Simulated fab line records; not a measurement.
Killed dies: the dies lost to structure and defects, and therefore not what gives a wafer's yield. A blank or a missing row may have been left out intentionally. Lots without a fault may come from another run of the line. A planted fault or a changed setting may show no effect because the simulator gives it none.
fab line records	flow n5-finfet
record: lots: 7	wafers: 39
route steps=1938 shown BEOL_M0_SAQP@638 BEOL_M2@841 BEOL_M3@980 BEOL_M8@1348 BEOL_M11@1573
start-h: hours from the record's opening day to when the first of the lot's shown wafers began	wait-h: time in hours since the lot's previous step	" unchanged from the row above	L1.1+2: several wafers, shown together as one row	- value missing, or start not given	* or withheld: withheld	< > ~ a bound
route shown NAME@n: NAME is a module with steps in the file, n the number in the route of the first one	usual: mean/standard deviation taken from wafers without a fault	same: alike in all rows	chamber/n: place in a boat	sites: the reading at each site	_std_site: standard deviation of those values	_edge_site: the outer-site mean with the inner-site mean subtracted	radius-mm: how far each site lies from the wafer's centre	mask NAME#n: copy n	behind: the last tool/chamber to shape the wafer	hold: what put the lot on hold/how long, in hours/how the hold closed	device: the n, p or np transistor that did not switch	end of line: at the end of the route, the tests of the same wafers	step lacking rows: just its recipe	killed: not the wafer's yield, but the dies lost to structure and defects at the first sort	map: dies across one wafer; x = killed, . = not, _ = none there
set.NAME: setting as actually run; set.NAME@STEP: the setting as run at that earlier step	model.NAME: the simulator's own value behind a step, which no gauge read
one table per step and one row per wafer, for lots whose settings were changed on purpose
== steps ==
step: N5_BEOL_M0_SAQP_PECVD_04
recipe: material: a-Si	target-thk-a: 600	temp-c: 350	precursor: SiH4/He	pressure-torr: 3	rf-w: 100	time-s: 60.2
lot.wafer	tool	chamber	start-h	wait-h	set.time-s	model.a-Si_of_BEOL_M0_SAQP_PECVD_04.thk-nm
L076.1	pecvd-02	0	123.52	0.0	60.2	59.2
L076.2	"	2	"	"	87.59	85.6
L076.3	"	1	"	"	60.2	59.6
L076.4	"	1	"	"	87.59	88.2
L076.5	"	0	"	"	87.59	87.4
L076.6	"	2	"	"	60.2	60
L080.1	pecvd-03	2	140.46	0.0	60.2	59.4
L080.2+3	"	1,0	"	"	60.2	59.2
L085.1	pecvd-04	0	222.06	0.0	60.2	60.2
L085.2	"	2	"	"	82.26	81
L085.3	"	2	"	"	60.2	60.6
L085.4	"	0	"	"	60.2	61.2
L085.5	"	0	"	"	82.26	82.4
L085.6	"	2	"	"	82.26	82.6
L088.1	pecvd-02	0	222.31	0.0	60.2	59.8
L088.2	"	1	"	"	60.2	59.6
L088.3+4	"	0,1	"	"	60.2	60.4
L088.5+6	"	1,0	"	"	60.2	60.6
L091.1	pecvd-04	2	252.83	0.0	60.2	59.6
L091.2	"	1	"	"	94.29	93.2
L091.3	"	0	"	"	60.2	58.8
L091.4	"	0	"	"	94.29	94.4
L091.5	"	1	"	"	60.2	60.4
L091.6	"	2	"	"	94.29	94.8
L093.1	pecvd-04	0	253.01	0.0	78.65	77.8
L093.2+4	"	2,0	"	"	60.2	60
L093.3	"	1	"	"	78.65	77.4
L093.5	"	1	"	"	78.65	79.6
L093.6	"	2	"	"	60.2	61
L094.1+6	pecvd-03	2,1	287.04	0.0	60.2	60.4
L094.2	"	1	"	"	79.22	79.6
L094.3	"	0	"	"	60.2	60
L094.4	"	0	"	"	79.22	80.2
L094.5	"	2	"	"	79.22	80
step: N5_BEOL_M0_SAQP_THK_MEAS_05
usual: thk-nm: 60.0/0.76
lot.wafer	tool	chamber	start-h	wait-h	set.time-s@BEOL_M0_SAQP_PECVD_04	thk-nm
L076.1	film-metro-01	-	123.62	0.1	60.2	59.1
L076.2	"	-	"	"	87.59	85.7
L076.3	"	-	"	"	60.2	59.6
L076.4	"	-	"	"	87.59	88.1
L076.5	"	-	"	"	87.59	87.4
L076.6	"	-	"	"	60.2	60.0
L080.1	film-metro-02	-	140.56	0.1	60.2	59.3
L080.2	"	-	"	"	60.2	59.2
L080.3	"	-	"	"	60.2	59.2
L085.1	film-metro-01	-	222.19	0.1	60.2	60.2
L085.2	"	-	"	"	82.26	80.9
L085.3	"	-	"	"	60.2	60.5
L085.4	"	-	"	"	60.2	61.1
L085.5	"	-	"	"	82.26	82.5
L085.6	"	-	"	"	82.26	82.5
L088.1	film-metro-01	-	222.44	0.1	60.2	59.9
L088.2	"	-	"	"	60.2	59.7
L088.3	"	-	"	"	60.2	60.4
L088.4	"	-	"	"	60.2	60.5
L088.5	"	-	"	"	60.2	60.6
L088.6	"	-	"	"	60.2	60.7
L091.1	film-metro-01	-	252.93	0.1	60.2	59.7
L091.2	"	-	"	"	94.29	93.2
L091.3	"	-	"	"	60.2	58.9
L091.4	"	-	"	"	94.29	94.3
L091.5	"	-	"	"	60.2	60.4
L091.6	"	-	"	"	94.29	94.7
L093.1	film-metro-02	-	253.10	0.1	78.65	77.9
L093.2	"	-	"	"	60.2	60.1
L093.3	"	-	"	"	78.65	77.4
L093.4	"	-	"	"	60.2	60.2
L093.5	"	-	"	"	78.65	79.5
L093.6	"	-	"	"	60.2	61.0
L094.1	film-metro-01	-	287.14	0.1	60.2	60.3
L094.2	"	-	"	"	79.22	79.6
L094.3	"	-	"	"	60.2	59.9
L094.4	"	-	"	"	79.22	80.2
L094.5	"	-	"	"	79.22	79.9
L094.6	"	-	"	"	60.2	60.3
step: N5_BEOL_M0_SAQP_HM_DEP_111
recipe: material: SiO2	target-thk-a: 120	temp-c: 400	precursor: SiH4/N2O	pressure-torr: 0.75	rf-w: 275	time-s: 7.2
step: N5_BEOL_M0_SAQP_COAT_81
recipe: resist: SOC	temp-c: 250	time-s: 60	spin-rpm: 1500	resist-thk-nm: 100
step: N5_BEOL_M0_SAQP_HM_OPEN_112
recipe: chemistry: CHF3/O2	target: SiO2	stop-on: a-Si	target-depth-a: 120	over-etch-frac: 1.25	mask-material: SOC	time-s: 13.5	pressure-mtorr: 30	source-w: 650	bias-w: 170	Ar_flow_sccm: 200	CHF3_flow_sccm: 50	O2_flow_sccm: 5	ion-energy-ev: 200	ends: end-point
step: N5_BEOL_M0_SAQP_STRIP_113
recipe: chemistry: CHF3/O2	resist: SiARC	rf-frequency-hz: 6e+07
step: N5_BEOL_M0_SAQP_MANDREL_ETCH_20
recipe: target-depth-a: 600	chemistry: HBr/Cl2	target: a-Si	stop-on: SiNx	bt-time-s: 10	mask-material: SOC	over-etch-frac: 0.5	time-s: 30	pressure-mtorr: 10	icp-w: 800	bias-w: 75	HBr_flow_sccm: 150	Cl2_flow_sccm: 80	ends: end-point
usual: oes-product-au: 0.775/0.013
lot.wafer	tool	chamber	start-h	wait-h	set.time-s@BEOL_M0_SAQP_PECVD_04	oes-product-au	model.etch.depth-nm
L076.1	rie-si-03	1	124.34	0.0	60.2	0.778	59.13
L076.2	"	2	"	"	87.59	0.976	85.68
L076.3	"	0	"	"	60.2	0.780	59.69
L076.4	"	1	"	"	87.59	0.985	88.11
L076.5	"	0	"	"	87.59	0.982	87.45
L076.6	"	2	"	"	60.2	0.781	60.04
L080.1	rie-si-05	2	141.57	0.0	60.2	0.743	59.3
L080.2	"	0	"	"	60.2	0.771	59.17
L080.3	"	3	"	"	60.2	0.765	59.19
L085.1	rie-si-06	3	223.06	0.0	60.2	0.779	60.17
L085.2	"	0	"	"	82.26	0.936	80.91
L085.3	"	2	"	"	60.2	0.772	60.58
L085.4	"	2	"	"	60.2	0.775	61.12
L085.5	"	3	"	"	82.26	0.952	82.48
L085.6	"	0	"	"	82.26	0.962	82.52
L088.1	rie-si-03	1	223.48	0.0	60.2	0.766	59.83
L088.2	"	0	"	"	60.2	0.775	59.68
L088.3	"	3	"	"	60.2	0.779	60.4
L088.4	"	3	"	"	60.2	0.781	60.45
L088.5	"	1	"	"	60.2	0.773	60.58
L088.6	"	0	"	"	60.2	0.783	60.64
L091.1	rie-si-03	0	254.44	0.0	60.2	0.781	59.68
L091.2	"	2	"	"	94.29	0.977	91.36
L091.3	"	1	"	"	60.2	0.764	58.84
L091.4	"	3	"	"	94.29	1.015	90.73
L091.5	"	1	"	"	60.2	0.772	60.39
L091.6	"	0	"	"	94.29	1.012	90.69
L093.1	rie-si-06	2	254.71	0.0	78.65	0.894	77.86
L093.2	"	0	"	"	60.2	0.782	60.09
L093.3	"	3	"	"	78.65	0.908	77.37
L093.4	"	1	"	"	60.2	0.787	60.09
L093.5	"	1	"	"	78.65	0.936	79.59
L093.6	"	0	"	"	60.2	0.787	60.92
L094.1	rie-si-05	3	288.09	0.0	60.2	0.769	60.31
L094.2	"	2	"	"	79.22	0.892	79.57
L094.3	"	0	"	"	60.2	0.768	59.94
L094.4	"	1	"	"	79.22	0.926	80.16
L094.5	"	0	"	"	79.22	0.915	79.92
L094.6	"	1	"	"	60.2	0.776	60.3
step: N5_BEOL_M2_ILD_DEP_00
recipe: material: SiOC	target-thk-a: 790	temp-c: 350	precursor: DEMS/O2	pressure-torr: 5	rf-w: 500	time-s: 15.3
lot.wafer	tool	chamber	start-h	wait-h	set.time-s	model.SiOC_of_BEOL_M2_ILD_DEP_00.thk-nm
L076.1	pecvd-02	2	145.76	0.0	15.3	77.8
L076.2	"	0	"	"	15.3	77.6
L076.3	"	0	"	"	15.3	79.4
L076.4	"	2	"	"	15.3	79.6
L076.5	"	2	"	"	15.3	78.6
L076.6	"	0	"	"	15.3	79
L080.1	pecvd-01	0	188.21	0.0	15.3	77.6
L080.2	"	1	"	"	15.3	77.4
L080.3	"	2	"	"	15.3	76.8
L085.1	pecvd-02	2	242.90	0.0	15.3	79
L085.2	"	0	"	"	9.399	49.6
L085.3	"	1	"	"	9.399	48.8
L085.4+6	"	1,2	"	"	15.3	79.4
L085.5	"	0	"	"	9.399	49.8
L088.1	pecvd-02	2	249.42	0.1	15.3	78
L088.2+3	"	1,0	"	"	12.65	65.6
L088.4	"	0	"	"	15.3	79
L088.5	"	1	"	"	12.65	66.4
L088.6	"	2	"	"	15.3	79.2
L091.1+3	pecvd-03	1,0	284.62	0.0	15.3	78.2
L091.2	"	2	"	"	15.3	78.4
L091.4	"	0	"	"	11.13	58
L091.5	"	2	"	"	11.13	59
L091.6	"	1	"	"	11.13	57.4
L093.1	pecvd-01	2	287.06	0.0	15.3	78.8
L093.2	"	1	"	"	15.3	78
L093.3	"	0	"	"	19.65	100.4
L093.4	"	0	"	"	19.65	102
L093.5	"	2	"	"	15.3	79.2
L093.6	"	1	"	"	19.65	101.4
L094.1	pecvd-03	0	315.46	0.0	15.3	77.8
L094.2	"	1	"	"	15.3	78
L094.3	"	2	"	"	15.3	78.6
L094.4	"	1	"	"	15.3	79
L094.5	"	2	"	"	15.3	79.8
L094.6	"	0	"	"	15.3	78.8
step: N5_BEOL_M2_THK_MEAS_01
recipe: reads: SiOC_of_BEOL_M2_ILD_DEP_00
usual: M2_ILD_THK: 79.1/0.93
lot.wafer	tool	chamber	start-h	wait-h	set.time-s@BEOL_M2_ILD_DEP_00	M2_ILD_THK[nm]
L076.1	film-metro-02	-	145.85	0.1	15.3	77.8
L076.2	"	-	"	"	15.3	77.5
L076.3	"	-	"	"	15.3	79.4
L076.4	"	-	"	"	15.3	79.5
L076.5	"	-	"	"	15.3	78.7
L076.6	"	-	"	"	15.3	79.0
L080.1	film-metro-02	-	188.28	0.0	15.3	77.6
L080.2	"	-	"	"	15.3	77.3
L080.3	"	-	"	"	15.3	76.7
L085.1	film-metro-01	-	242.96	0.0	15.3	79.1
L085.2	"	-	"	"	9.399	49.6
L085.3	"	-	"	"	9.399	48.7
L085.4	"	-	"	"	15.3	79.5
L085.5	"	-	"	"	9.399	49.8
L085.6	"	-	"	"	15.3	79.5
L088.1	film-metro-01	-	249.49	0.0	15.3	78.0
L088.2	"	-	"	"	12.65	65.6
L088.3	"	-	"	"	12.65	65.6
L088.4	"	-	"	"	15.3	79.1
L088.5	"	-	"	"	12.65	66.3
L088.6	"	-	"	"	15.3	79.3
L091.1	film-metro-02	-	284.69	0.0	15.3	78.2
L091.2	"	-	"	"	15.3	78.4
L091.3	"	-	"	"	15.3	78.2
L091.4	"	-	"	"	11.13	58.0
L091.5	"	-	"	"	11.13	58.9
L091.6	"	-	"	"	11.13	57.4
L093.1	film-metro-02	-	287.13	0.0	15.3	78.7
L093.2	"	-	"	"	15.3	77.9
L093.3	"	-	"	"	19.65	100.4
L093.4	"	-	"	"	19.65	102.1
L093.5	"	-	"	"	15.3	79.1
L093.6	"	-	"	"	19.65	101.4
L094.1	film-metro-02	-	315.52	0.0	15.3	77.8
L094.2	"	-	"	"	15.3	77.9
L094.3	"	-	"	"	15.3	78.6
L094.4	"	-	"	"	15.3	79.1
L094.5	"	-	"	"	15.3	79.8
L094.6	"	-	"	"	15.3	78.8
step: N5_BEOL_M3_TRENCH_ETCH_37
recipe: chemistry: C4F6/O2	target-depth-a: 555.55	target: SiOC	time-s: 29.2	ion-energy-ev: 250	pressure-mtorr: 30	source-w: 355	bias-w: 185	Ar_flow_sccm: 300	C4F6_flow_sccm: 10	O2_flow_sccm: 10
lot.wafer	tool	chamber	start-h	wait-h	set.time-s	model.etch.depth-nm	model.BEOL_M3.feature-depth-nm	model.TiN_of_BEOL_M3_HM_DEP_02.thk-nm
L076.1	rie-diel-05	3	-	-	29.2	54.53	54.6	17.6
L076.2	"	2	"	"	29.2	55.26	55.2	17.8
L076.3	"	0	"	"	29.2	53.13	53.2	17.8
L076.4	"	2	"	"	29.2	55.36	55.4	17.6
L076.5	"	0	"	"	29.2	54.03	54	17.8
L076.6	"	3	"	"	29.2	55.27	55.2	17.8
L080.1	rie-diel-02	3	-	-	29.2	56.32	56.4	17.4
L080.2	"	1	"	"	29.2	54.87	54.8	17.6
L080.3	"	2	"	"	29.2	56.42	56.4	17.4
L085.1	rie-diel-03	2	-	-	18.92	35.54	35.6	18.4
L085.2	"	3	"	"	29.2	54.65	54.6	17.8
L085.3	"	0	"	"	18.92	36.17	36.2	18.6
L085.4	"	1	"	"	29.2	54.7	54.8	17.4
L085.5	"	0	"	"	29.2	55.17	55.2	17.6
L085.6	"	1	"	"	18.92	35.61	35.6	18.6
L088.1	rie-diel-03	1	-	-	29.2	54.64	54.6	17.6
L088.2	"	0	"	"	29.2	55.58	55.6	17.8
L088.3	"	3	"	"	29.2	55.01	55	17.8
L088.4	"	2	"	"	29.2	55.71	55.8	17.6
L088.5	"	2	"	"	29.2	55.47	55.4	17.8
L088.6	"	3	"	"	29.2	54.59	54.6	17.8
L091.1	rie-diel-02	3	-	-	29.2	56.07	56	17.6
L091.2	"	1	"	"	37.82	71.31	71.4	17.2
L091.3	"	2	"	"	37.82	72.97	73	17
L091.4	"	1	"	"	37.82	71	71	16.8
L091.5	"	2	"	"	29.2	56.6	56.6	17.8
L091.6	"	3	"	"	29.2	56.03	56	17.6
L093.1	rie-diel-05	2	-	-	24.1	46.51	46.6	18.2
L093.2	"	3	"	"	29.2	55.56	55.6	17.8
L093.3	"	1	"	"	29.2	55.9	56	17.8
L093.4	"	0	"	"	29.2	54.1	54.2	17.8
L093.5	"	2	"	"	24.1	46.58	46.6	18.4
L093.6	"	3	"	"	24.1	46.1	46	18.2
L094.1	rie-diel-05	2	-	-	29.2	56.54	56.6	17.6
L094.2	"	3	"	"	20.32	38.74	38.8	18
L094.3	"	1	"	"	20.32	39.06	39	18.2
L094.4	"	1	"	"	29.2	56.7	56.6	17.2
L094.5	"	2	"	"	20.32	38.99	39	18.2
L094.6	"	3	"	"	29.2	55.64	55.6	17.6
step: N5_BEOL_M3_ETCH_41
recipe: chemistry: CH3F/O2	target: SiCN	target-depth-a: 299	taper-deg: 2	time-s: 52.5	ion-energy-ev: 120	mask-material: TiN	pressure-mtorr: 30	source-w: 395	bias-w: 75	Ar_flow_sccm: 150	CH3F_flow_sccm: 30	O2_flow_sccm: 20
step: N5_BEOL_M3_STRIP_97
recipe: chemistry: N2/H2	time-s: 10	power-w: 450	temp-c: 40	pressure-mtorr: 20	rf-frequency-hz: 6e+07	bias-power-w: 7	n2-flow-sccm: 200	h2-flow-sccm: 200
step: N5_BEOL_M3_OCD_MEAS_38
usual: trench-depth-nm: 55.4/0.76
lot.wafer	tool	chamber	start-h	wait-h	set.time-s@BEOL_M3_TRENCH_ETCH_37	trench-depth-nm
L076.1	ocd-02	-	224.87	-	29.2	53.9
L076.2	"	-	"	"	29.2	55.2
L076.3	"	-	"	"	29.2	53.0
L076.4	"	-	"	"	29.2	54.9
L076.5	"	-	"	"	29.2	54.4
L076.6	"	-	"	"	29.2	55.2
L080.1	ocd-02	-	232.53	-	29.2	56.3
L080.2	"	-	"	"	29.2	55.0
L080.3	"	-	"	"	29.2	56.2
L085.1	ocd-02	-	273.30	-	18.92	35.1
L085.2	"	-	"	"	29.2	55.0
L085.3	"	-	"	"	18.92	36.4
L085.4	"	-	"	"	29.2	54.6
L085.5	"	-	"	"	29.2	55.4
L085.6	"	-	"	"	18.92	36.0
L088.1	ocd-01	-	276.91	-	29.2	54.8
L088.2	"	-	"	"	29.2	55.4
L088.3	"	-	"	"	29.2	54.9
L088.4	"	-	"	"	29.2	55.3
L088.5	"	-	"	"	29.2	55.1
L088.6	"	-	"	"	29.2	54.8
L091.1	ocd-01	-	305.14	-	29.2	55.9
L091.2	"	-	"	"	37.82	70.7
L091.3	"	-	"	"	37.82	73.2
L091.4	"	-	"	"	37.82	71.7
L091.5	"	-	"	"	29.2	56.1
L091.6	"	-	"	"	29.2	56.0
L093.1	ocd-02	-	305.26	-	24.1	47.1
L093.2	"	-	"	"	29.2	-
L093.3	"	-	"	"	29.2	55.9
L093.4	"	-	"	"	29.2	-
L093.5	"	-	"	"	24.1	-
L093.6	"	-	"	"	24.1	45.8
L094.1	ocd-02	-	347.15	-	29.2	56.6
L094.2	"	-	"	"	20.32	38.7
L094.3	"	-	"	"	20.32	39.5
L094.4	"	-	"	"	29.2	56.9
L094.5	"	-	"	"	20.32	39.1
L094.6	"	-	"	"	29.2	56.4
step: N5_BEOL_M8_DESCUM_16
recipe: chemistry: O2	time-s: 7.9	source-power-w: 50	bias-power-w: 20	pressure-mtorr: 20	rf-frequency-hz: 2.712e+07	temp-c: 40	resist: CAR-ArF	o2-flow-sccm: 225
lot.wafer	tool	chamber	start-h	wait-h	set.time-s	model.CAR-ArF_of_BEOL_M8_COAT_05.thk-nm
L076.1+2	rie-diel-06	1,2	272.94	0.0	7.9	83.4
L076.3+4+6	"	0,3,1	"	"	9.547	82.2
L076.5	"	0	"	"	7.9	83
L080.1+2+3	rie-diel-01	3,0,1	290.84	0.2	7.9	83.4
L085.1	rie-diel-04	3	317.65	0.5	7.9	83.2
L085.2+3+6	"	1,0,1	"	"	7.9	83.6
L085.4	"	3	"	"	7.9	83.4
L085.5	"	0	"	"	7.9	84
L088.1	rie-diel-04	3	321.55	0.7	7.9	83.6
L088.2+4	"	1	"	"	7.9	83.4
L088.3	"	0	"	"	11.86	80.8
L088.5	"	0	"	"	11.86	81
L088.6	"	3	"	"	11.86	81.2
L093.1+3	rie-diel-01	2,3	358.29	0.2	11.27	81.6
L093.2	"	0	"	"	11.27	81.8
L093.4+6	"	1,0	"	"	7.9	83.8
L093.5	"	1	"	"	7.9	83.6
L091.1+4+5	rie-diel-01	1,0,1	364.96	0.0	7.9	83.4
L091.2	"	3	"	"	5.293	84.6
L091.3+6	"	2	"	"	5.293	85
L094.1+3	rie-diel-04	1,0	403.13	0.3	7.9	84.2
L094.2+4	"	2,0	"	"	5.756	85.4
L094.5	"	2	"	"	7.9	84.4
L094.6	"	1	"	"	5.756	85.2
step: N5_BEOL_M8_ETCH_61
recipe: chemistry: CF4	target: SiARC	target-depth-a: 455	mask-material: CAR-ArF	time-s: 75.8	ion-energy-ev: 80	pressure-mtorr: 40	source-w: 545	bias-w: 36	Ar_flow_sccm: 100	cf4-flow-sccm: 100	ends: cleared
lot.wafer	tool	chamber	start-h	wait-h	set.time-s@BEOL_M8_DESCUM_16	model.CAR-ArF_of_BEOL_M8_COAT_05.thk-nm
L076.1	rie-diel-06	1	272.98	0.0	7.9	51
L076.2	"	2	"	"	7.9	50.8
L076.3+4	"	0,3	"	"	9.547	49.6
L076.5	"	0	"	"	7.9	50.6
L076.6	"	1	"	"	9.547	49.8
L080.1+2+3	rie-diel-01	3,0,1	290.88	0.0	7.9	50.8
L085.1	rie-diel-04	3	317.68	0.0	7.9	50.6
L085.2	"	1	"	"	7.9	51
L085.3+4+6	"	0,3,1	"	"	7.9	50.8
L085.5	"	0	"	"	7.9	51.2
L088.1	rie-diel-04	3	321.58	0.0	7.9	51
L088.2+4	"	1	"	"	7.9	50.8
L088.3+5	"	0	"	"	11.86	48.2
L088.6	"	3	"	"	11.86	48.6
L093.1+2	rie-diel-01	2,0	358.32	0.0	11.27	49.2
L093.3	"	3	"	"	11.27	49
L093.4	"	1	"	"	7.9	51.2
L093.5	"	1	"	"	7.9	51
L093.6	"	0	"	"	7.9	51.4
L091.1+4+5	rie-diel-01	1,0,1	364.99	0.0	7.9	51
L091.2	"	3	"	"	5.293	52.2
L091.3+6	"	2	"	"	5.293	52.6
L094.1+3	rie-diel-04	1,0	403.16	0.0	7.9	51.4
L094.2+4	"	2,0	"	"	5.756	52.8
L094.5	"	2	"	"	7.9	51.6
L094.6	"	1	"	"	5.756	52.6
step: N5_BEOL_M11_ETCH_66
recipe: chemistry: N2/H2	target: SOC	target-depth-a: 1200	overetch-a: 240	mask-material: SiARC	temp-c: 40	time-s: 180	ion-energy-ev: 200	pressure-mtorr: 30	source-w: 840	bias-w: 150	n2-flow-sccm: 200	h2-flow-sccm: 200
lot.wafer	tool	chamber	start-h	wait-h	set.time-s	model.SiARC_of_BEOL_M11_COAT_64.thk-nm
L076.1	rie-diel-02	1	302.54	0.0	180	23
L076.2+6	"	2,1	"	"	180	22.8
L076.3+4+5	"	3,3,2	"	"	108.6	25.6
L080.1	rie-diel-05	2	318.67	0.0	180	22.4
L080.2	"	0	"	"	180	22.8
L080.3	"	1	"	"	180	22.6
L085.1+3+5	rie-diel-02	2,3,2	342.48	0.0	253.1	19.8
L085.2+4+6	"	1,0,1	"	"	180	22.8
L088.1+2+5	rie-diel-05	1,0,0	354.46	0.0	180	22.8
L088.3+6	"	2,1	"	"	180	22.6
L088.4	"	3	"	"	180	22.4
L093.1+2+3+4+6	rie-diel-05	1,2,0,1,2	386.02	0.0	180	22.6
L093.5	"	0	"	"	180	22.8
L091.1	rie-diel-05	1	395.12	0.0	180	22.8
L091.2	"	2	"	"	180	22.6
L091.3+5	"	3,2	"	"	140.6	24.2
L091.4	"	0	"	"	180	23
L091.6	"	3	"	"	140.6	24.4
L094.1+3+5	rie-diel-05	1	436.24	0.1	180	22.8
L094.2+4+6	"	3	"	"	180	22.6
== key ==
split: step: N5_BEOL_M0_SAQP_PECVD_04	setting: time-s	stated: 60.2	by: wafer
response: step: N5_BEOL_M0_SAQP_PECVD_04	reading: model.a-Si_of_BEOL_M0_SAQP_PECVD_04.thk-nm	change: +0.603	per: 1%	r: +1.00
response: step: N5_BEOL_M0_SAQP_THK_MEAS_05	reading: thk-nm	change: *	per: 1%	r: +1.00
response: step: N5_BEOL_M0_SAQP_MANDREL_ETCH_20	reading: oes-product-au	change: +0.00431	per: 1%	r: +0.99
response: step: N5_BEOL_M0_SAQP_MANDREL_ETCH_20	reading: model.etch.depth-nm	change: +0.581	per: 1%	r: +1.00
split: step: N5_BEOL_M2_ILD_DEP_00	setting: time-s	stated: 15.3	by: wafer
response: step: N5_BEOL_M2_ILD_DEP_00	reading: model.SiOC_of_BEOL_M2_ILD_DEP_00.thk-nm	change: +0.769	per: 1%	r: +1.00
response: step: N5_BEOL_M2_THK_MEAS_01	reading: M2_ILD_THK	change: +0.771	per: 1%	r: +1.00
split: step: N5_BEOL_M3_TRENCH_ETCH_37	setting: time-s	stated: 29.2	by: wafer
response: step: N5_BEOL_M3_TRENCH_ETCH_37	reading: model.etch.depth-nm	change: +0.542	per: 1%	r: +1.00
response: step: N5_BEOL_M3_TRENCH_ETCH_37	reading: model.BEOL_M3.feature-depth-nm	change: +0.543	per: 1%	r: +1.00
response: step: N5_BEOL_M3_TRENCH_ETCH_37	reading: model.TiN_of_BEOL_M3_HM_DEP_02.thk-nm	change: -0.0242	per: 1%	r: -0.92
response: step: N5_BEOL_M3_OCD_MEAS_38	reading: trench-depth-nm	change: +0.551	per: 1%	r: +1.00
split: step: N5_BEOL_M8_DESCUM_16	setting: time-s	stated: 7.9	by: wafer
response: step: N5_BEOL_M8_DESCUM_16	reading: model.CAR-ArF_of_BEOL_M8_COAT_05.thk-nm	change: -0.0472	per: 1%	r: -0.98
response: step: N5_BEOL_M8_ETCH_61	reading: model.CAR-ArF_of_BEOL_M8_COAT_05.thk-nm	change: -0.0488	per: 1%	r: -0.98
split: step: N5_BEOL_M11_ETCH_66	setting: time-s	stated: 180	by: wafer
response: step: N5_BEOL_M11_ETCH_66	reading: model.SiARC_of_BEOL_M11_COAT_64.thk-nm	change: -0.0709	per: 1%	r: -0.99
